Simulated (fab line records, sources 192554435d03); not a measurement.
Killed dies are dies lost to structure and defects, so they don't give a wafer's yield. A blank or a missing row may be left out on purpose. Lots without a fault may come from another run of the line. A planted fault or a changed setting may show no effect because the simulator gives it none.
One fault seen from 2 desks | flow n5_finfet | each desk has only its own numbers; what lay behind them comes last

THE METROLOGY DESK
What the gauges read, lot by lot, whatever tool the lot ran on: means of the sampled wafers that have a number. A lot is out of limits, marked OUT, if its mean lies more than 4 standard deviations from the usual mean; the brackets give that distance.
Columns: A = trench_depth_nm at N5_BEOL_M11_OCD_MEAS_38, usual 148.5 nm
lot  | first seen here | A
L337 | day 12 00:55    | 148.5
L338 | day 13 09:43    | 148.2
L340 | day 14 00:17    | 145.5
L343 | day 14 17:12    | 149.3
L344 | day 14 19:29    | 150.5
L346 | day 14 22:51    | 148.1
L345 | day 15 05:04    | 150.0
L349 | day 15 17:40    | 148.4
L354 | day 16 23:37    | 141.4
L359 | day 18 10:57    | 144.6
This desk's finding: nothing out of limits on any of the 10 lots.

THE TOOL OWNER'S DESK: rie_diel-06
The tool's own readings at N5_BEOL_M11_TRENCH_ETCH_37 (etches SiCOH lowk in C4F6/O2, target depth 148.83 nm, time 48 s): means of the sampled wafers that have a number, for each lot that ran on this tool. A lot is out of limits, marked OUT, if its mean lies more than 4 standard deviations from the usual mean; the brackets give that distance.
Columns: A = drypump_motor_current_A at N5_BEOL_M11_TRENCH_ETCH_37, usual 5.8 A; B = oes_o_777_au at N5_BEOL_M11_TRENCH_ETCH_37, usual 0.78 a.u.; C = oes_product_au at N5_BEOL_M11_TRENCH_ETCH_37, usual 0.78 a.u.; D = rf_vpp_V at N5_BEOL_M11_TRENCH_ETCH_37, usual 667 V; E = run_length_s at N5_BEOL_M11_TRENCH_ETCH_37, usual 71.2 s; F = showerhead_plenum_p_Torr at N5_BEOL_M11_TRENCH_ETCH_37, usual 2.84 Torr; G = throttle_valve_pct at N5_BEOL_M11_TRENCH_ETCH_37, usual 21.03 %
lot  | first seen here | A   | B    | C    | D   | E               | F    | G
L343 | day 14 17:01    | 5.6 | 0.81 | 0.81 | 666 | 71.1            | 2.83 | 21.01
L344 | day 14 19:19    | 5.6 | 0.87 | 0.87 | 671 | 71.1            | 2.89 | 20.98
L345 | day 15 04:52    | 5.6 | 0.86 | 0.86 | 671 | 71.2            | 2.89 | 20.99
L349 | day 15 17:29    | 5.6 | 0.83 | 0.83 | 668 | 71.6            | 2.84 | 20.86
L354 | day 16 23:26    | 5.6 | 0.83 | 0.84 | 670 | 68.6 (-7.7) OUT | 2.88 | 20.99
L359 | day 18 10:46    | 6.1 | 0.87 | 0.87 | 671 | 68.8 (-7.2) OUT | 2.89 | 20.96
This desk's finding: out of limits on L354, L359; first on L354, day 16 23:26 (run_length_s at N5_BEOL_M11_TRENCH_ETCH_37). In limits: L343, L344, L345, L349.

PUT TOGETHER
The tool owner's desk could have raised an alarm at day 16 23:26, on L354, L359.
The metrology desk saw nothing out of limits.
The metrology desk has L354, L359 on record, within its limits.
Of the lots named, all ran N5_BEOL_M11_TRENCH_ETCH_37 on rie_diel-06.

WHAT THE SIMULATOR HAD PUT IN
Process parameter drift: rie_diel-06, from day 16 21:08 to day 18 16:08, at N5_BEOL_M11_TRENCH_ETCH_37. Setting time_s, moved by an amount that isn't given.
Lots struck among those shown: L354, L359.
Hours from the fault's start to each desk's first reading out of limits: the tool owner's desk, 2.
